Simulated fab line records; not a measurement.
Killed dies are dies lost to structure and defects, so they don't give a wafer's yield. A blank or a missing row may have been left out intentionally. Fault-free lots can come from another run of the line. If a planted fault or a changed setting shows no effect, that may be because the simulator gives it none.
A struck lot beside a sound one    flow nand_harc    14 steps out of a route of 1302
Sound: wafers L848.2, L848.3, L848.4. Struck: wafer L861.1 (left out: L861.3, L861.6 of the same lot, which were not struck); the cause appears at the end.
For every step that has rows: the tool of each side, followed by ch and its chambers, followed by its first start. Under that, the readings that differ: sound wafers    struck wafers    difference of the means    sigmas: that difference in standard deviations of wafers without a fault.
alike: readings whose means differ by less than 2 such deviations, and words and numbers that are the same on both sides. not compared: withheld readings, readings that some wafer has no value for, bounds like >300 that may hide the same value, and numbers for which the record gives no deviation and whose values overlap.
The two part at a step that has a row with sigmas, a row that says differs or no value, or rows on one side only. Numbers that have no deviation but don't overlap get no sigmas and don't part them. A reading that every wafer of one side lacks parts them only if that side has two wafers or more.

first, 4 steps without rows for these wafers: NHARC_A_M1_EBR_05; NHARC_A_M1_EXPOSE_06 (exposes mask A M1, target cd 120 nm); NHARC_A_M1_PEB_07 (peb time 65 s); NHARC_A_M1_DEVELOP_08 (develop time 35 s).
NHARC_A_M1_CD_MEAS_09 targets a cd of 120 nm.
  sound on cd_sem-02 ch 0, day 23 15:49; struck on cd_sem-01 ch 0, day 29 01:40
  alike: cd_nm
NHARC_A_M1_OVL_MEAS_10: pitch 240 nm.
  sound on overlay-02 at day 23 15:54; struck on overlay-01 at day 29 01:45
reading            sound           struck  difference  sigmas
overlay_y_nm (nm)  -2.1 -1.5 -1.9  0.0     +1.8        +3
  alike: overlay_x_nm
NHARC_A_M1_INSPECT_11:
  sound on defect_inspect-01 at day 23 15:56; struck on defect_inspect-01 at day 29 01:47
reading           sound        struck  difference  sigmas
raw_defect_count  147 142 131  52      -88         -2
NHARC_A_M1_DESCUM_14: chemistry O2, time 3 s.
  sound on rie_diel-12 ch 0,1,2, day 23 16:01; struck on rie_diel-12 ch 0, day 29 01:52
reading                 sound        struck  difference  sigmas
rf_hours_counter_h (h)  2.1 2.4 2.4  1.5     -0.8        
  alike: drypump_motor_current_A, oes_product_au, rf_vpp_V, showerhead_plenum_p_Torr, throttle_valve_pct
NHARC_A_M1_ETCH_35: etches the open film in N2/H2, target depth 40 nm, overetch 12 nm, time 43.94 s.
  sound on rie_diel-12 ch 0,1,2, day 23 16:05; struck on rie_diel-12 ch 1, day 29 01:56
reading                 sound        struck  difference  sigmas
rf_hours_counter_h (h)  2.1 2.4 2.4  1.2     -1.1        
  alike: drypump_motor_current_A, h2_flow_sccm, oes_product_au, rf_vpp_V, run_length_s, showerhead_plenum_p_Torr, throttle_valve_pct
NHARC_A_M1_ETCH_15: etches the open film in C4F8/Ar, target depth 182.5 nm, time 91.2 s.
  sound: rie_diel-12 ch 0,2,3; struck: rie_diel-12 ch 2
reading                 sound        struck  difference  sigmas
rf_hours_counter_h (h)  2.3 2.2 2.5  1.0     -1.3        
  alike: oes_product_au, rf_vpp_V, run_length_s
NHARC_A_M1_CD_MEAS_16:
  sound on cd_sem-01 at day 23 16:19; struck on cd_sem-03 at day 29 02:09
  alike: cd_nm
NHARC_A_M1_STRIP_18: strips in N2/H2.
  sound on rie_diel-04 ch 0,1,3, day 23 16:23; struck on rie_diel-04 ch 3, day 29 02:16
reading                 sound              struck  difference  sigmas
h2_flow_sccm (sccm)     150.0 149.5 150.0  150.7   +0.9        +2
rf_hours_counter_h (h)  0.7 0.4 0.5        7.9     +7.4        
  alike: drypump_motor_current_A, oes_product_au, rf_vpp_V, showerhead_plenum_p_Torr, throttle_valve_pct
NHARC_A_M1_ETCH_28: etches the open film in CF4/N2, target depth 30 nm, time 72.99 s.
  sound on rie_diel-04 ch 0,1,2, day 23 16:37; struck on rie_diel-04 ch 3, day 29 02:29
reading                 sound           struck  difference  sigmas
rf_hours_counter_h (h)  0.5 0.6 0.4     8.0     +7.5        
run_length_s (s)        93.8 95.1 93.6  72.1    -22.1       -55
  alike: drypump_motor_current_A, oes_product_au, rf_vpp_V, showerhead_plenum_p_Torr, throttle_valve_pct
then, 1 step without rows for these wafers: NHARC_A_M1_STRIP_19 (strips in post etch residue remover, time 600 s).

## WHERE THEY PART
At NHARC_A_M1_OVL_MEAS_10 first; at NHARC_A_M1_ETCH_28 last (within this record only).

WHY: what had been put in by the simulator
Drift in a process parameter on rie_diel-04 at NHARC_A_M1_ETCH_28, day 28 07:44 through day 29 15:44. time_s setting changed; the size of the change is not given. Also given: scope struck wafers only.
